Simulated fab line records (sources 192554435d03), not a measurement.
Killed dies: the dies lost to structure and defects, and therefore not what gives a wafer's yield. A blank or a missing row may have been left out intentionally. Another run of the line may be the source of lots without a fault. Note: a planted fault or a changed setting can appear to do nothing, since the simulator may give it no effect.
fab line records | flow n5Finfet | part 2 of 2: steps 18 to 25 of 25
[record] lots = 5 wafers = 15 lastDay = 21
route steps=1938 shown BEOL_M15@1813 PASS1_DEP@1831 MIM_BOT@1832 MIM_TOP@1834
lots that met no fault: from a run of the same line without faults
startH: the number of hours between the record's first day and the start of the first shown wafer of the lot | waitH: hours elapsed since this lot's preceding step | " as in the row above | L1.1+2: one row covering several wafers at once | - no value, or no start was given | * or withheld: withheld | < > ~ a bound
route shown NAME@n: NAME is a module with steps in the file, n the number in the route of the first one | usual: mean/standard deviation of fault-free wafers | same: alike in all rows | chamber/n: place in a boat | sites: each site's reading | _std_site: standard deviation of those values | _edge_site: mean of outer sites minus mean of inner sites | radiusMm: for every site, how far away it sits from the centre of the wafer | mask NAME#n: copy n | behind: the tool/chamber that last shaped the wafer | hold: why the lot was held/for how many hours/how that ended | device: which transistor (n, p or np) failed to switch | end of line: the route-end tests of the same wafers | a step with no rows: only its recipe | killed: the dies lost at the first sort to structure and to defects; this is not the yield of the wafer | map: per-die view of a wafer (x killed, . not killed, _ where there is no die)
set.NAME: the setting the step ran with; set.NAME@STEP: the setting that earlier step ran with | model.NAME: the simulator's own value behind a step, which no gauge read
lots at selected steps of the route; one table per step, one row per wafer
services: the hour from which a tool's chamber was out of use, counted from the record's first day as startH (under 0 if before that day), plus the number of hours and why
[[steps]]
[step N5_BEOL_M15_RC_MEAS_101]
[usual] COMB_M10 = 1.6e-11/3.1e-12 COMB_M11 = 1.51e-11/2.9e-12 COMB_M12 = 7.3e-12/1.4e-12 COMB_M13 = 5.6e-12/1e-12 COMB_M13_max_site = 7.8e-12/1.6e-12 COMB_M14 = 4.4e-12/7.7e-13 COMB_M15 = 3.2e-12/5.3e-13 COMB_M5 = 3.8e-11/7e-12 COMB_M6 = 2.7e-11/4.8e-12 COMB_M7 = 2.6e-11/5.5e-12 COMB_M8 = 2.6e-11/4.4e-12 COMB_M9 = 1.55e-11/2.9e-12 SERP_M10 = 3.08/0.069 SERP_M11 = 3.08/0.068 SERP_M11_max_site = 3.18/0.077 SERP_M12 = 0.636/0.014 SERP_M13 = 0.306/0.0057 SERP_M14 = 0.161/0.0031 SERP_M14_max_site = 0.162/0.0033 SERP_M5 = 38.3/1 SERP_M6 = 13.7/0.48 SERP_M7 = 13.8/0.42 SERP_M8 = 13.9/0.57 SERP_M9 = 3.06/0.076 SERP_M9_max_site = 3.15/0.077
// columns lot.wafer tool chamber startH waitH COMB_M10[S/m] COMB_M11[S/m] COMB_M12[S/m] COMB_M13[S/m] COMB_M13_max_site[S/m] COMB_M14[S/m] COMB_M15[S/m] COMB_M5[S/m] COMB_M6[S/m] COMB_M7[S/m] COMB_M8[S/m] COMB_M9[S/m] SERP_M10[ohm/um] SERP_M11[ohm/um] SERP_M11_max_site[ohm/um] SERP_M12[ohm/um] SERP_M13[ohm/um] SERP_M14[ohm/um] SERP_M14_max_site[ohm/um] SERP_M5[ohm/um] SERP_M6[ohm/um] SERP_M7[ohm/um] SERP_M8[ohm/um] SERP_M9[ohm/um] SERP_M9_max_site[ohm/um]
L074.2 prober-01 0 279.59 0.2 1.8e-11 1.6e-11 7e-12 6e-12 9.2e-12 4.1e-12 2.5e-12 4e-11 2.8e-11 2.4e-11 2.3e-11 1.16e-11 3.08 3.13 3.24 0.660 0.305 0.159 0.161 37.3 14.5 13.1 13.8 2.90 2.95
L074.4 " 0 " " 1.3e-11 1.98e-11 6.5e-12 6.7e-12 9.2e-12 3.9e-12 2.5e-12 3.8e-11 4e-11 2.4e-11 1.8e-11 1.83e-11 3.23 3.05 3.10 0.634 0.304 0.159 0.161 39.8 14.5 14.0 13.2 2.92 3.00
L074.6 " 0 " " 1.5e-11 1.69e-11 1.29e-11 7.1e-12 8.5e-12 4.6e-12 2.7e-12 3.6e-11 4.3e-11 2.6e-11 2.6e-11 2.14e-11 3.12 3.09 3.13 0.647 0.304 0.162 0.164 37.4 13.9 12.9 13.5 2.95 3.00
L077.2 prober-01 0 313.45 0.2 1.6e-11 1.25e-11 9.7e-12 6.1e-12 9.8e-12 3.5e-12 2.2e-12 3.7e-11 2.6e-11 2.8e-11 2e-11 1.49e-11 3.12 3.01 3.28 0.635 0.309 0.160 0.163 37.4 12.7 13.3 13.2 3.09 3.12
L077.3 " 0 " " 2.4e-11 1.4e-11 5.5e-12 5.4e-12 7.1e-12 4.2e-12 2.8e-12 2.6e-11 2.6e-11 2.5e-11 2.8e-11 2.34e-11 3.11 3.07 3.25 0.665 0.310 0.160 0.162 38.5 13.9 13.5 13.2 3.17 3.21
L077.5 " 0 " " 1.9e-11 1.86e-11 5.4e-12 6.4e-12 9.8e-12 3.9e-12 2.5e-12 3.6e-11 2.4e-11 2.3e-11 3.2e-11 1.3e-11 3.13 3.00 3.13 0.641 0.306 0.157 0.159 37.1 13.0 13.4 12.8 3.13 3.19
L083.1 prober-02 0 406.97 0.0 1.3e-11 1.14e-11 6.9e-12 5.4e-12 6.4e-12 4.5e-12 3.9e-12 5.1e-11 3.5e-11 3.1e-11 3.4e-11 1.86e-11 3.07 3.14 3.19 0.627 0.300 0.156 0.157 39.8 14.0 13.3 13.5 2.95 2.99
L083.5 " 0 " " 1.3e-11 1.54e-11 6.6e-12 6.3e-12 8.6e-12 4e-12 3.4e-12 3.3e-11 2.7e-11 2.2e-11 2.1e-11 1.54e-11 3.08 3.15 3.22 0.634 0.297 0.162 0.163 40.7 13.7 13.4 13.7 2.94 2.97
L083.6 " 0 " " 1.6e-11 1.18e-11 5.9e-12 5.5e-12 8.8e-12 4.1e-12 3.2e-12 3.3e-11 2.1e-11 3.8e-11 2.7e-11 1.32e-11 3.03 3.12 3.19 0.637 0.298 0.156 0.158 36.7 13.8 13.4 12.9 2.98 3.09
L086.1 prober-02 0 423.32 0.0 1.4e-11 1.66e-11 5.7e-12 5.5e-12 7.1e-12 4.1e-12 3.3e-12 3.3e-11 2e-11 2.1e-11 2.6e-11 1.62e-11 3.12 3.10 3.18 0.666 0.292 0.166 0.167 37.5 14.1 13.7 13.8 3.06 3.16
L086.2 " 0 " " 1.5e-11 1.61e-11 8.3e-12 4.6e-12 6.6e-12 4.8e-12 2.9e-12 3.7e-11 3e-11 3.5e-11 2.6e-11 1.41e-11 3.13 3.05 3.18 0.650 0.299 0.160 0.162 37.4 13.0 13.7 13.6 3.08 3.21
L086.4 " 0 " " 1.6e-11 2.34e-11 5.9e-12 5.5e-12 7.7e-12 5.2e-12 3e-12 2.9e-11 2.9e-11 2.7e-11 3.2e-11 2.16e-11 3.17 3.07 3.15 0.648 0.300 0.162 0.165 39.3 13.8 13.3 13.8 3.10 3.13
L096.1 prober-02 0 497.62 0.4 1.9e-11 1.67e-11 5.4e-12 6.6e-12 8.5e-12 4.9e-12 3.3e-12 3e-11 2.1e-11 2.2e-11 2.8e-11 1.39e-11 3.16 3.09 3.18 0.632 0.313 0.161 0.163 40.2 13.3 13.4 13.5 3.05 3.16
L096.2 " 0 " " 1.4e-11 1.28e-11 7.4e-12 6.5e-12 9e-12 4.8e-12 4.2e-12 4.3e-11 2.5e-11 2.6e-11 2.5e-11 1.24e-11 3.04 2.99 3.02 0.635 0.312 0.164 0.165 37.9 13.6 13.9 14.2 3.16 3.21
L096.5 " 0 " " 1.2e-11 1.77e-11 8.8e-12 6.1e-12 9.9e-12 4.6e-12 3.8e-12 3e-11 2.4e-11 2.6e-11 2e-11 1.26e-11 3.12 3.13 3.22 0.621 0.313 0.165 0.165 39.8 13.9 14.5 15.1 2.97 3.08
[step N5_PASSIVATION_PECVD_00]
[recipe] material = SiO2 targetThkA = 2000 tempC = 400 precursor = SiH4/N2O pressureTorr = 2.7 rfW = 608 timeS = 11.2
[usual] heaterPowerW = 618/65 rfFwdPowerW = 600.8/2.9 showerheadPlenumPTorr = 8.11/0.079 throttleValvePct = 51.4/2.2
// columns lot.wafer tool chamber startH waitH heaterPowerW rfFwdPowerW showerheadPlenumPTorr throttleValvePct
L074.2 pecvd-02 1 280.39 0.7 577 606.1 8.14 49.9
L074.4 " 1 " " 589 604.4 8.14 50.3
L074.6 " 1 " " 607 601.6 8.15 49.9
L077.2 pecvd-03 0 314.27 0.7 696 597.2 8.16 53.3
L077.3 " 1 " " 579 601.3 7.97 52.8
L077.5 " 0 " " 712 594.7 8.18 52.9
L083.1 pecvd-04 1 407.93 0.8 539 599.2 8.26 49.9
L083.5 " 0 " " 568 606.6 8.05 52.4
L083.6 " 1 " " 562 602.4 8.25 49.5
L086.1 pecvd-02 0 424.28 0.8 744 604.5 8.20 52.8
L086.2 " 2 " " 566 600.3 8.08 51.5
L086.4 " 0 " " 767 602.5 8.17 52.9
L096.1 pecvd-04 1 498.58 0.8 561 601.8 8.22 45.5
L096.2 " 0 " " 685 602.1 8.02 52.4
L096.5 " 2 " " 582 602.8 8.10 53.6
[step N5_MIM_BOT_DEGAS_01]
[recipe] ambient = vacuum tempC = 300 timeS = 60
[usual] heaterPowerW = 453/43
// columns lot.wafer tool chamber startH waitH heaterPowerW
L074.2 pvdSputter-01 - 280.48 0.1 469
L074.4 " - " " 397
L074.6 " - " " 461
L077.2 pvdSputter-01 - 314.41 0.1 461
L077.3 " - " " 387
L077.5 " - " " 410
L083.1 pvdSputter-02 - 409.10 1.1 483
L083.5 " - " " 529
L083.6 " - " " 433
L086.1 pvdSputter-02 - 425.01 0.7 522
L086.2 " - " " 409
L086.4 " - " " 418
L096.1 pvdSputter-02 - 499.47 0.9 528
L096.2 " - " " 404
L096.5 " - " " 512
[step N5_MIM_BOT_SPUTTER_00]
[recipe] material = TiN targetThkA = 350 tempC = 200 powerW = 3000 chamberPressurePa = 0.49996 gas = Ar reactivePartialPa = 0.37997 timeS = 89.7
[usual] chamberPressurePa = 0.5001/0.00095 throttleValvePct = 29.4/1
// columns lot.wafer tool chamber startH waitH chamberPressurePa throttleValvePct
L074.2 pvdSputter-01 - 280.52 0.0 0.4989 29.4
L074.4 " - " " 0.5012 30.2
L074.6 " - " " 0.4996 29.5
L077.2 pvdSputter-01 - 314.45 0.0 0.4977 28.4
L077.3 " - " " 0.4997 31.6
L077.5 " - " " 0.5001 29.9
L083.1 pvdSputter-02 - 409.14 0.0 0.4992 30.3
L083.5 " - " " 0.5009 30.9
L083.6 " - " " 0.5006 28.5
L086.1 pvdSputter-02 - 425.05 0.0 0.5004 30.8
L086.2 " - " " 0.5001 29.0
L086.4 " - " " 0.4999 28.7
L096.1 pvdSputter-02 - 499.51 0.0 0.4994 31.1
L096.2 " - " " 0.5015 28.9
L096.5 " - " " 0.4984 31.1
[step N5_MIM_TOP_ALD_00]
[recipe] material = Al2O3 targetThkA = * tempC = withheld aldPrecursorFamily = TMA aldCoReactant = O3 pulseTimeS = withheld purgeTimeS = 3 coReactantPurgeTimeS = withheld coReactantPulseTimeS = 3 aldCycles = withheld
[usual] precursorPulseHeightRel = 1.001/0.02
// columns lot.wafer tool chamber startH waitH precursorPulseHeightRel
L074.2 aldHk-01 2 280.62 0.1 0.966
L074.4 " 0 " " 1.001
L074.6 " 0 " " 0.996
L077.2 aldHk-03 0 314.55 0.1 1.039
L077.3 " 2 " " 1.007
L077.5 " 3 " " 0.998
L083.1 aldHk-02 3 409.24 0.1 1.031
L083.5 " 3 " " 1.026
L083.6 " 0 " " 1.033
L086.1 aldHk-03 0 425.15 0.1 1.033
L086.2 " 3 " " 0.999
L086.4 " 1 " " 0.990
L096.1 aldHk-03 0 499.61 0.1 0.965
L096.2 " 2 " " 0.979
L096.5 " 1 " " 0.999
[step N5_MIM_TOP_ALD_01]
[recipe] material = HfO2 targetThkA = 56 tempC = withheld aldPrecursorFamily = Hf-amide aldCoReactant = O3 pulseTimeS = 1 purgeTimeS = 3 coReactantPurgeTimeS = 2 coReactantPulseTimeS = 3 aldCycles = 62
[usual] precursorPulseHeightRel = 1.001/0.019
[same] purgeTimeS = 3
// columns lot.wafer tool chamber startH waitH precursorPulseHeightRel
L074.2 aldHk-01 2 - - 0.988
L074.4 " 0 " " 0.983
L074.6 " 0 " " 1.005
L077.2 aldHk-03 0 - - 0.984
L077.3 " 2 " " 0.991
L077.5 " 3 " " 1.044
L083.1 aldHk-02 3 - - 1.040
L083.5 " 3 " " 0.969
L083.6 " 0 " " 0.995
L086.1 aldHk-03 0 - - 1.010
L086.2 " 3 " " 1.013
L086.4 " 1 " " 1.004
L096.1 aldHk-03 0 - - 1.021
L096.2 " 2 " " 1.005
L096.5 " 1 " " 0.982
[step N5_MIM_TOP_ALD_02]
[recipe] material = Al2O3 targetThkA = * tempC = withheld aldPrecursorFamily = TMA aldCoReactant = O3 pulseTimeS = withheld purgeTimeS = 3 coReactantPurgeTimeS = withheld coReactantPulseTimeS = 3 aldCycles = withheld
[usual] precursorPulseHeightRel = 1.002/0.023
// columns lot.wafer tool chamber startH waitH precursorPulseHeightRel
L074.2 aldHk-01 2 - - 0.952
L074.4 " 0 " " 1.017
L074.6 " 0 " " 1.036
L077.2 aldHk-03 0 - - 1.008
L077.3 " 2 " " 1.020
L077.5 " 3 " " 0.992
L083.1 aldHk-02 3 - - 0.969
L083.5 " 3 " " 0.991
L083.6 " 0 " " 0.999
L086.1 aldHk-03 0 - - 1.003
L086.2 " 3 " " 0.973
L086.4 " 1 " " 1.043
L096.1 aldHk-03 0 - - 1.028
L096.2 " 2 " " 1.026
L096.5 " 1 " " 0.986
[step N5_MIM_TOP_DEGAS_04]
[recipe] ambient = vacuum tempC = 300 timeS = 60
[usual] heaterPowerW = 448/40
// columns lot.wafer tool chamber startH waitH heaterPowerW
L074.2 pvdSputter-01 - 281.08 - 467
L074.4 " - " " 404
L074.6 " - " " 465
L077.2 pvdSputter-02 - 317.15 - 487
L077.3 " - " " 441
L077.5 " - " " 490
L083.1 pvdSputter-02 - 409.94 - 406
L083.5 " - " " 408
L083.6 " - " " 430
L086.1 pvdSputter-01 - 426.04 - 416
L086.2 " - " " 464
L086.4 " - " " 460
L096.1 pvdSputter-03 - 500.67 - 501
L096.2 " - " " 443
L096.5 " - " " 491
[[services]]
// columns tool chamber startH hours kind
rieDiel-01 2 254.21 11.8 repair
cmp-03 - 255.03 0.4 repair
cmp-02 - 255.54 4.1 repair
rieDiel-06 3 270.58 2.7 repair
cmp-03 - 270.86 1.0 repair
pvdSputter-03 - 273.75 1.9 repair
pecvd-02 0 274.67 30.8 repair
cmp-02 - 291.63 4.0 pm
ecdCu-02 - 292.50 1.8 repair
cmp-02 - 295.98 4.2 pm
pecvd-02 2 337.97 16.0 repair
pecvd-04 - 343.78 0.7 repair
aldHk-02 - 352.22 0.4 repair
pecvd-02 2 355.96 3.8 repair
wetBench-04 - 358.82 1.9 pm
aldHk-01 - 359.51 0.3 repair
pvdSputter-03 - 368.86 6.0 repair
pecvd-04 1 411.59 7.1 repair
wetBench-04 - 418.14 2.7 repair
pvdSputter-01 - 437.04 27.5 repair
aldHk-01 - 477.12 8.7 pm
aldHk-03 - 485.75 8.7 pm
pecvd-02 1 486.54 5.2 repair
aldHk-02 - 498.51 8.7 pm
